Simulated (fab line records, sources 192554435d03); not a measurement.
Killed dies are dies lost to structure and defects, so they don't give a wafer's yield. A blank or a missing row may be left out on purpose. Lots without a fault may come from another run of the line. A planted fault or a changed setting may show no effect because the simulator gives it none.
Which tool did it? | flow n5_finfet | 10 lots, 30 wafers sampled, at 1 step of a route of 1938

WHAT THE GAUGES READ, wafer by wafer
N5_BEOL_M7_INSPECT_58: inspects for defects (darkfield).
lot  | measured     | on                | raw_defect_count
L622 | day 9 20:03  | defect_inspect-01 | 93 61 51
L621 | day 9 21:22  | defect_inspect-02 | 106 106 92
L630 | day 12 01:27 | defect_inspect-01 | 51 84 76
L629 | day 12 03:34 | defect_inspect-01 | 55 60 81
L631 | day 12 05:23 | defect_inspect-01 | 146 67 60
L634 | day 13 03:55 | defect_inspect-01 | 56 70 55
L638 | day 14 04:39 | defect_inspect-02 | 49 40 40
L639 | day 14 09:08 | defect_inspect-01 | 66 82 38
L641 | day 14 14:53 | defect_inspect-02 | 64 93 61
L640 | day 14 19:35 | defect_inspect-02 | 94 83 63

WHICH TOOL RAN EACH LOT (tool, then ch and the chambers of the sampled wafers, then the start)
The record holds no process step before these readings.

WHAT THE TOOLS THEMSELVES READ (means of the sampled wafers that have a number; where no wafer has one, the mark that the record gives instead)
The record holds no such reading with a usual standard deviation.

THE ANSWER, worked out from the rows above alone
Rule: what is usual is taken from the lots themselves. Put in order of their means at a reading, lots are off if they are a third of the lots or fewer, leave a main group of 4 or more, and stand apart from it by a gap of 3 or more times the standard deviation of the main group's means; of several such gaps the widest counts. A main group whose means are all the same, to the digits that the tables above print for the reading, isn't used. A lot without any number at a reading at which 4 lots or more have one is off too. The other lots that the step has rows for count as sound. The gauges are gone through in route order, then the tools' own readings, and for those a lot's mean is taken as printed above. The first step at which some lot is off is used, and at that step the reading that is off furthest; a lot without a number counts as furthest.
No lot is off at any reading shown: from this, nothing can be told.

WHAT THE SIMULATOR HAD PUT IN
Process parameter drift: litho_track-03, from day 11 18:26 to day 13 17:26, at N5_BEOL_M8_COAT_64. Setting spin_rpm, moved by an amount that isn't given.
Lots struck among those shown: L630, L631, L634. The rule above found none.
